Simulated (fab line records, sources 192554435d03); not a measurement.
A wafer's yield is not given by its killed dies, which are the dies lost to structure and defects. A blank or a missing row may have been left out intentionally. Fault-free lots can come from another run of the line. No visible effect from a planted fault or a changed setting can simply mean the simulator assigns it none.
Chamber matching | flow n5-finfet | N5_BEOL_M5_CURE_79 on uv-cure-02: 3 sister chambers
The step cures SiCOH lowk, time 240 s. 18 wafers are shown with their chamber, then 9 later ones without.

WAFERS PAIRED WITH THEIR CHAMBERS
wafer  | chamber | wafer_temp_C_max | lamp-power-pct (%)
L074.2 | 1       | 387.1            | 52.23
L074.4 | 1       | 386.7            | 52.33
L074.5 | 1       | 387.0            | 52.29
L080.1 | 2       | 387.4            | 52.30
L080.2 | 2       | 388.2            | 52.41
L080.6 | 2       | 387.6            | 52.23
L085.1 | 2       | 386.9            | 52.37
L085.2 | 2       | 387.8            | 52.34
L085.6 | 2       | 387.8            | 52.33
L086.1 | 0       | 385.8            | 52.28
L086.2 | 0       | 385.9            | 52.35
L086.3 | 0       | 386.4            | 52.43
L086.4 | 0       | 386.1            | 52.37
L086.5 | 0       | 386.6            | 52.34
L086.6 | 0       | 386.4            | 52.41
L091.1 | 0       | 386.5            | 52.27
L091.3 | 0       | 386.6            | 52.32
L091.4 | 0       | 386.2            | 52.38

SIGNATURES, as means of the wafers listed above
reading          | chamber 0 | chamber 1 | chamber 2 | scatter within a chamber
wafer_temp_C_max | 386.278   | 386.933   | 387.617   | 0.342
lamp-power-pct   | 52.3500   | 52.2833   | 52.3300   | 0.0564
Rule: distance of a wafer from a chamber = root of the sum over the readings of ((wafer's reading minus chamber's mean) / reading's scatter) squared. If the next closest chamber is less than 2 further off than the closest, the wafer can't be placed; otherwise it belongs to the closest. The scatter is the square root of a quotient: the sum, over the shown wafers, of each reading's squared deviation from its chamber's mean, divided by wafers minus chambers.

WAFERS WHOSE CHAMBER IS MISSING
wafer  | wafer_temp_C_max | lamp-power-pct (%)
L093.1 | 386.7            | 52.23
L093.4 | 387.2            | 52.25
L093.5 | 387.1            | 52.26
L094.2 | 386.8            | 52.29
L094.5 | 386.4            | 52.32
L094.6 | 386.7            | 52.31
L096.4 | 387.2            | 52.32
L096.5 | 388.2            | 52.42
L096.6 | 386.3            | 52.29

WHICH CHAMBER EACH ONE RAN IN
wafer  | from the rows above          | in truth
L093.1 | can't be placed: 1 or 0      | 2
L093.4 | can't be placed: 1 or 2      | 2
L093.5 | can't be placed: 1 or 2      | 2
L094.2 | can't be placed: 1 or 0      | 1
L094.5 | can't be placed: 0 or 1      | 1
L094.6 | can't be placed: 1 or 0 or 2 | 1
L096.4 | can't be placed: 1 or 2 or 0 | 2
L096.5 | 2                            | 2
L096.6 | can't be placed: 0 or 1      | 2
Correctly placed: 1 of 9. Cannot be placed on the basis of these rows: 8; the candidates contain the true chamber in 6. 0 placed wrongly.
